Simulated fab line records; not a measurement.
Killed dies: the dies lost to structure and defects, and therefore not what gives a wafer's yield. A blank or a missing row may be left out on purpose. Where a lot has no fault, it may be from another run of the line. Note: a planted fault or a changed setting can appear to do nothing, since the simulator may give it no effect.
A lot that was struck, set against a sound lot :: flow nandHarc :: 39 steps out of a route of 1302
Sound: wafers L376.3, L376.4, L376.6. Wafers struck: L382.1, L382.2, L382.6. The cause is named last.
At each step with rows: each side's tool, then ch and its chambers, then its first start. Under that, the readings that differ: sound wafers :: struck wafers :: difference of the means :: sigmas: that difference in standard deviations of wafers without a fault.
alike: words and numbers the same on both sides, and readings whose means are apart by under 2 such deviations; not compared: readings that were withheld, readings missing a value for some wafer, numbers with overlapping values and no deviation given by the record, and bounds like >300 which may hide the same value.
The two part at a step that has a row with sigmas, a row that says differs or no value, or rows on one side only. Numbers that have no deviation but don't overlap get no sigmas and don't part them. A reading that every wafer of one side lacks parts them only if that side has two wafers or more.

first, 2 steps without rows for these wafers: NHARC_A_BONDPAD_HARDBAKE_10 (time 65 s); NHARC_A_BONDPAD_DESCUM_11 (chemistry O2, time 3 s).
NHARC_A_BONDPAD_ETCH_34: etches the open film in N2/H2, target depth 60 nm, overetch 18 nm, time 65.91 s.
  sound on rieDiel-13 ch 0,1,2, day 24 14:53; struck on rieDiel-01 ch 0,2,3, day 27 03:12
  alike: chamberPressureMTorr, drypumpMotorCurrentA, oesProductAu, rfVppV, showerheadPlenumPTorr, throttleValvePct
  not compared: rfHoursCounterH
then, 1 step without rows for these wafers: NHARC_A_BONDPAD_ETCH_12 (etches the open film in CHF3/O2, target depth 220 nm, time 110 s).
NHARC_A_BONDPAD_CD_MEAS_13:
  struck on cdSem-02, day 27 03:26; sound on cdSem-03, day 24 15:07
  alike: cdNm
then, 1 step without rows for these wafers: NHARC_A_BONDPAD_STRIP_15 (strips in O2).
NHARC_A_BONDPAD_ETCH_24: etches the open film in CF4/N2, target depth 30 nm, time 72.99 s.
  sound on rieDiel-01 ch 0,2,3; struck on rieDiel-01 ch 1,2,3
  alike: cf4FlowSccm, chamberPressureMTorr, drypumpMotorCurrentA, oesProductAu, rfVppV, showerheadPlenumPTorr, throttleValvePct
  not compared: rfHoursCounterH
then, 2 steps without rows for these wafers: NHARC_A_BONDPAD_STRIP_16 (strips in post etch residue remover, time 600 s); NHARC_A_BONDPAD_DEGAS_25 (time 60 s).
NHARC_A_BONDPAD_PRE_CLEAN_26: time 30 s.
  sound on pvdSputter-03; struck on pvdSputter-01
  alike: heaterPowerW
then, 2 steps without rows for these wafers: NHARC_A_BONDPAD_PVD_17 (deposits TaN, target thk 5 nm, time 8.06 s); NHARC_A_BONDPAD_PVD_27 (deposits Cu, target thk 30 nm, time 20.49 s).
NHARC_A_BONDPAD_ECD_18: material Cu, target thk 400 nm.
  sound on ecdCu-02 ch 0,1, day 24 16:12; struck on ecdCu-01 ch 0,1, day 27 04:25
NHARC_A_BONDPAD_ANNEAL_28: time 90 s.
  sound on rtpAnneal-02 ch 0, day 24 16:35; struck on rtpAnneal-02 ch 0, day 27 04:48
  alike: wafer_temp_C_max
then, 1 step without rows for these wafers: NHARC_A_BONDPAD_CMP_19 (polishes, t overpolish 30 s, cu recess touch 16 s, target thk 169.82 nm).
NHARC_A_BONDPAD_THK_MEAS_20: measures by xrf.
  struck on filmMetro-01, day 27 05:28; sound on filmMetro-01, day 24 17:08
  alike: thkNm
then, 6 steps without rows for these wafers: NHARC_A_BONDPAD_SRD_21 (time 30 s, dry time 20 s); NHARC_HYBRID_BOND_ACTIVATE_00 (chemistry N2, time 60 s); NHARC_HYBRID_BOND_PRECLEAN_01 (cleans in DIW, time 300 s); NHARC_HYBRID_BOND_SRD_02 (time 30 s, dry time 20 s); NHARC_HYBRID_BOND_BOND_03; NHARC_HYBRID_BOND_ANNEAL_04 (time 7200 s).
NHARC_HYBRID_BOND_OVL_MEAS_05:
  struck on overlay-02, day 27 15:08; sound on overlay-02, day 25 03:58
  alike: overlayXNm, overlayYNm
then, 2 steps without rows for these wafers: NHARC_THIN_TSV_GRIND_00; NHARC_THIN_TSV_CMP_01 (polishes).
NHARC_THIN_TSV_THK_MEAS_02: measures by ir.
  struck on filmMetro-01, day 27 16:51; sound on filmMetro-02, day 25 05:38
  alike: thkNm
then, 3 steps without rows for these wafers: NHARC_THIN_TSV_SRD_03; NHARC_THIN_TSV_PRECLEAN_41 (cleans in SC1); NHARC_THIN_TSV_SRD_42.
NHARC_THIN_TSV_DEP_43: deposits SiO2, target thk 1328.5 nm.
  sound on pecvd-04 ch 0,1,2, day 25 05:57; struck on pecvd-01 ch 0,2, day 27 17:04
  alike: throttleValvePct
then, 8 steps without rows for these wafers: NHARC_THIN_TSV_DEHYDRATE_04 (time 120 s); NHARC_THIN_TSV_HMDS_05 (time 30 s); NHARC_THIN_TSV_COAT_06; NHARC_THIN_TSV_SOFTBAKE_07 (time 95 s); NHARC_THIN_TSV_EBR_08; NHARC_THIN_TSV_EXPOSE_09 (exposes mask TSV); NHARC_THIN_TSV_PEB_10 (peb time 85 s); NHARC_THIN_TSV_DEVELOP_11 (time 70 s).
NHARC_END_SORT_01:
  sound on prober-01 ch 0, day 25 23:14; struck on prober-02 ch 0, day 28 08:50
reading: defectLimitedYield (%)
sound: 89.8 93.8 90.5
struck: 59.2 59.4 59.4
difference: -32.0
sigmas: -13

reading: killedAtArray
sound: 62 39 59
struck: 268 270 267
difference: +215
sigmas: +13

reading: killedDies
sound: 69 42 64
struck: 276 275 275
difference: +217
sigmas: +14

reading: sort_bin_2_pct (%)
sound: 3.2 2.5 3.4
struck: 10.9 13.3 13.9
difference: +9.7
sigmas: +10

reading: sort_bin_3_pct (%)
sound: 0.7 0.7 0.6
struck: 2.8 1.6 2.1
difference: +1.5
sigmas: +4

reading: sort_bin_4_pct (%)
sound: 6.2 3.0 5.5
struck: 27.0 25.7 24.7
difference: +20.9
sigmas: +15

reading: sortNPass
sound: 608 635 613
struck: 401 402 402
difference: -217
sigmas: -14

reading: sortRimYieldPct (%)
sound: 92 90 92
struck: 63 68 58
difference: -28
sigmas: -7

reading: sortYieldPct (%)
sound: 89.8 93.8 90.5
struck: 59.2 59.4 59.4
difference: -32.0
sigmas: -13
  alike: killedAtOther, killedAtPeriphery, killedOpen, killedShort

WHERE THEY PART
NHARC_END_SORT_01 only, going by this record.

WHY: whatever the simulator had introduced
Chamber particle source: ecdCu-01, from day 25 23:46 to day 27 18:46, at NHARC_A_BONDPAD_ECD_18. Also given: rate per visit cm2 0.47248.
